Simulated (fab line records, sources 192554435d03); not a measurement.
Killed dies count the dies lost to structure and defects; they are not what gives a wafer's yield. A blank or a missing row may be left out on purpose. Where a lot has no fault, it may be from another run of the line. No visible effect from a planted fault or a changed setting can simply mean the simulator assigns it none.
Matching of chambers | flow n5 finfet | N5_BEOL_M15_ILD_DEP_00 on pecvd-02 has 3 sister chambers
The step deposits SiO2 from TEOS/O2, target thk 1629.3 nm, time 346.1 s. 6 wafers are shown with their chamber, then 12 later ones without.

WAFERS PAIRED WITH THEIR CHAMBERS
wafer  | chamber | throttle valve pct (%) | heater power w (W)
L086.6 | 2       | 19.3                   | 537
L087.5 | 0       | 20.2                   | 627
L087.6 | 1       | 17.2                   | 508
L089.2 | 2       | 19.4                   | 529
L089.4 | 0       | 20.3                   | 780
L089.5 | 1       | 17.4                   | 503

WAFERS WITHOUT THEIR CHAMBER
wafer  | throttle valve pct (%) | heater power w (W)
L092.2 | 19.2                   | 462
L092.3 | 20.2                   | 704
L092.4 | 17.3                   | 661
L093.1 | 17.3                   | 618
L093.2 | 20.3                   | 697
L093.5 | 20.1                   | 645
L094.1 | 17.4                   | 627
L094.5 | 20.3                   | 627
L094.6 | 19.6                   | 410
L095.1 | 17.4                   | 583
L095.3 | 19.5                   | 521
L095.4 | 17.4                   | 640

WHICH CHAMBER EACH WENT THROUGH
wafer  | from the rows above | in truth
L092.2 | 2                   | 2
L092.3 | 0                   | 0
L092.4 | 1                   | 1
L093.1 | 1                   | 1
L093.2 | 0                   | 0
L093.5 | 0                   | 0
L094.1 | 1                   | 1
L094.5 | 0                   | 0
L094.6 | 2                   | 2
L095.1 | 1                   | 1
L095.3 | 2                   | 2
L095.4 | 1                   | 1
12 of 12 placed correctly. Not placeable from these rows: 0. 0 placed wrongly.
How it was worked out, from the rows above alone: a wafer's distance from a chamber is the root of the sum, over the readings, of the square of ((its reading less the chamber's mean) divided by the reading's scatter). If the next closest chamber is less than 2 further off than the closest, the wafer can't be placed; otherwise it belongs to the closest. Each chamber's mean is taken over the wafers shown for it. The scatter: take each reading less its chamber's mean, square it, sum over the shown wafers, divide by the number of wafers less the number of chambers, and take the root.
